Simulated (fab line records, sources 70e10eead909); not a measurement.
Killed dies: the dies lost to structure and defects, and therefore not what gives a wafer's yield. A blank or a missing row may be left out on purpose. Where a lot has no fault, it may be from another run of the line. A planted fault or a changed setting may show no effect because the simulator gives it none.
Chamber matching + flow nand_harc + ald_metal-04 running NHARC_A_WL_FILL_ALD_02: 4 sister chambers
The step deposits TiN, target thk 2 nm, pulse time 3 s, ald cycles 100. 4 wafers are shown with their chamber, then 11 later ones without.

## WAFERS WITH THEIR CHAMBER
| wafer  | chamber | heater_power_w (W) |
|--------|---------|--------------------|
| L088.1 | 0       | 1005               |
| L088.3 | 1       | 870                |
| L088.5 | 2       | 1029               |
| L088.2 | 3       | 956                |

## WAFERS WHOSE CHAMBER IS MISSING
| wafer  | heater_power_w (W) |
|--------|--------------------|
| L088.4 | 1064               |
| L088.6 | 892                |
| L096.2 | 896                |
| L096.4 | 1107               |
| L096.5 | 1069               |
| L093.1 | 966                |
| L093.2 | 1060               |
| L093.3 | 926                |
| L097.1 | 1075               |
| L097.5 | 893                |
| L097.6 | 1091               |

## WHICH CHAMBER EACH WENT THROUGH
| wafer  | from the rows above               | in truth |
|--------|-----------------------------------|----------|
| L088.4 | can't be placed: 2 or 0 or 3      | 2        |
| L088.6 | can't be placed: 1 or 3           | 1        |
| L096.2 | can't be placed: 1 or 3           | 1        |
| L096.4 | can't be placed: 2 or 0 or 3      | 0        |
| L096.5 | can't be placed: 2 or 0 or 3      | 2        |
| L093.1 | can't be placed: 3 or 0 or 2      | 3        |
| L093.2 | can't be placed: 2 or 0 or 3      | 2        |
| L093.3 | can't be placed: 3 or 1 or 0 or 2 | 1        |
| L097.1 | can't be placed: 2 or 0 or 3      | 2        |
| L097.5 | can't be placed: 1 or 3           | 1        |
| L097.6 | can't be placed: 2 or 0 or 3      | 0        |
Correctly placed: 0 of 11. Not placeable from these rows: 11 (in 11, the candidates include the true chamber). Wrongly placed: 0.
How it was worked out, from the rows above alone: a wafer's distance from a chamber is the root of the sum, over the readings, of the square of ((its reading less the chamber's mean) divided by the reading's scatter). The wafer belongs to the nearest chamber; if the next one is less than 2 further off, it can't be placed. For every chamber, the mean is computed from those of its wafers that are shown. The scatter: root of mean squared gap, hidden wafer to nearest shown wafer, with one shown wafer a chamber.
